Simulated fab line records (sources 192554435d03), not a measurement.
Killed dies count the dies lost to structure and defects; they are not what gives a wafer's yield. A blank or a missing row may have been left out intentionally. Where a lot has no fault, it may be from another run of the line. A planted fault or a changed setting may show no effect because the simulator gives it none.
Split-lot study ; flow n5-finfet ; 7 lots, 39 wafers read, on a route of 1938 steps

SPLIT DETAILS
At N5_FIN_CUT_CUT_ETCH_15 (etches Si in HBr/Cl2/O2, target depth 100 nm, bt time 10 s, time 42.4 s), the setting target-depth-a was moved away from the recipe's 1000 angstrom on 15 of the 39 wafers read, by -32.8% to +55.8%. This setting was run at the recipe's value on the other wafers.

The reading is taken at the split's own step.

THE READING
SOC_of_FIN_CUT_COAT_18.thk-nm (the simulator's own value, which no gauge read), in nm, at N5_FIN_CUT_CUT_ETCH_15 (etches Si in HBr/Cl2/O2, target depth 100 nm, bt time 10 s, time 42.4 s). The file does not state a usual value for it. The 24 wafers here that ran the recipe average 169.8 nm, standard deviation 0.95 nm.

wafer;tool, chamber at the split;target-depth-a as run, angstrom;against the recipe;SOC_of_FIN_CUT_COAT_18.thk-nm, nm;against lot-mates on the recipe
L082.1;rie-si-06, 3;1000;recipe;169.4;-
L082.2;rie-si-06, 0;1000;recipe;168.8;-
L082.3;rie-si-06, 1;672;-32.8%;180.8;+11.9
L082.4;rie-si-06, 2;672;-32.8%;182;+13.1
L082.5;rie-si-06, 0;1000;recipe;168.4;-
L082.6;rie-si-06, 3;672;-32.8%;181.2;+12.3
L084.1;rie-si-01, 1;1000;recipe;170.2;-
L084.2;rie-si-01, 0,3;1000;recipe;169.8;-
L084.3;rie-si-01, 0,3;1000;recipe;169.8;-
L084.4;rie-si-01, 2;1000;recipe;170;-
L084.5;rie-si-01, 3;1000;recipe;170;-
L084.6;rie-si-01, 0;1000;recipe;169.8;-
L085.1;rie-si-02, 1;1558;+55.8%;147.8;-20.9
L085.2;rie-si-02, 2;1000;recipe;169;-
L085.3;rie-si-02, 0;1000;recipe;168.8;-
L085.4;rie-si-02, 1;1558;+55.8%;146.6;-22.1
L085.5;rie-si-02, 2;1558;+55.8%;149.6;-19.1
L085.6;rie-si-02, 0;1000;recipe;168.4;-
L089.2;rie-si-06, 0;1000;recipe;170.6;-
L089.3;rie-si-06, 3;1000;recipe;170.8;-
L089.6;rie-si-06, 0;1000;recipe;170;-
L092.1;rie-si-06, 2;1000;recipe;171.6;-
L092.2;rie-si-06, 1;1162;+16.2%;162.6;-8.6
L092.3;rie-si-06, 0;1000;recipe;169.8;-
L092.4;rie-si-06, 3;1162;+16.2%;164.2;-7.0
L092.5;rie-si-06, 1;1162;+16.2%;163.2;-8.0
L092.6;rie-si-06, 2;1000;recipe;172.2;-
L094.1;rie-si-01, 2;1206;+20.6%;162.8;-6.5
L094.2;rie-si-01, 1;1206;+20.6%;163;-6.3
L094.3;rie-si-01, 0;1000;recipe;169.6;-
L094.4;rie-si-01, 3;1000;recipe;168.4;-
L094.5;rie-si-01, 0;1000;recipe;170;-
L094.6;rie-si-01, 3;1206;+20.6%;163.2;-6.1
L096.1;rie-si-06, 0;1368;+36.8%;155.8;-14.1
L096.2;rie-si-06, 1;1000;recipe;169.2;-
L096.3;rie-si-06, 3;1368;+36.8%;154.6;-15.3
L096.4;rie-si-06, 2;1368;+36.8%;156.4;-13.5
L096.5;rie-si-06, 2;1000;recipe;171;-
L096.6;rie-si-06, 1;1000;recipe;169.6;-
Where a row lists several chambers, the file gives one row for several wafers and doesn't say which wafer went through which chamber.

THE FIT
A straight line over all 39 wafers: SOC_of_FIN_CUT_COAT_18.thk-nm changes by -0.378 nm for each +1% of target-depth-a; r = -0.99; the points scatter about the line by 1 nm.
The same after taking each lot's own level away (the mean of its wafers on the recipe; 39 wafers): -0.377 nm for each +1%; r = -0.99; scatter 0.93 nm.
That fit puts the effect of the largest move of target-depth-a on the reading at 21 nm.
Across the lots, their own levels run from 168.73 to 171.20 nm, a range of 2.6 times the standard deviation given above.
Hence the lot-to-lot level has little effect on the slope; both slopes agree.
Check: -21.1 nm against its lot-mates is what the line predicts for one of the wafers moved furthest among these (+55.8%) when that wafer is left out of the fit. It came out at -20.9 nm against them.

THE OTHER SPLITS THESE WAFERS WENT THROUGH
Before the reading, these wafers also passed through other splits. Each is held against what the fit with the lots' levels taken away leaves over:
other split on the same wafers;wafers away from the commonest value;r with SOC_of_FIN_CUT_COAT_18.thk-nm (lot level and that fit taken away)
N5_ZERO_LAYER_ETCH_18 target-depth-a;12;-0.21

THE WHOLE CHAIN: every reading that the file lists as answering this split, in the file's order
step;what it does;reading;change (the file's fit);r (the file's)
N5_FIN_CUT_CUT_ETCH_15;etches Si in HBr/Cl2/O2, target depth 100 nm, bt time 10 s, time 42.4 s;etch.depth-nm (the simulator's own value, which no gauge read);+1 nm for each +1% of the setting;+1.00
N5_FIN_CUT_CUT_ETCH_15;etches Si in HBr/Cl2/O2, target depth 100 nm, bt time 10 s, time 42.4 s;FIN_CUT.feature-depth-nm (the simulator's own value, which no gauge read);+1 nm for each +1% of the setting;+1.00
N5_FIN_CUT_CUT_ETCH_15;etches Si in HBr/Cl2/O2, target depth 100 nm, bt time 10 s, time 42.4 s;SOC_of_FIN_CUT_COAT_18.thk-nm (the simulator's own value, which no gauge read);-0.377 nm for each +1% of the setting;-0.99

FILE'S OWN FIT
SOC_of_FIN_CUT_COAT_18.thk-nm changes by -0.377 nm for each +1% of target-depth-a, r = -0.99.
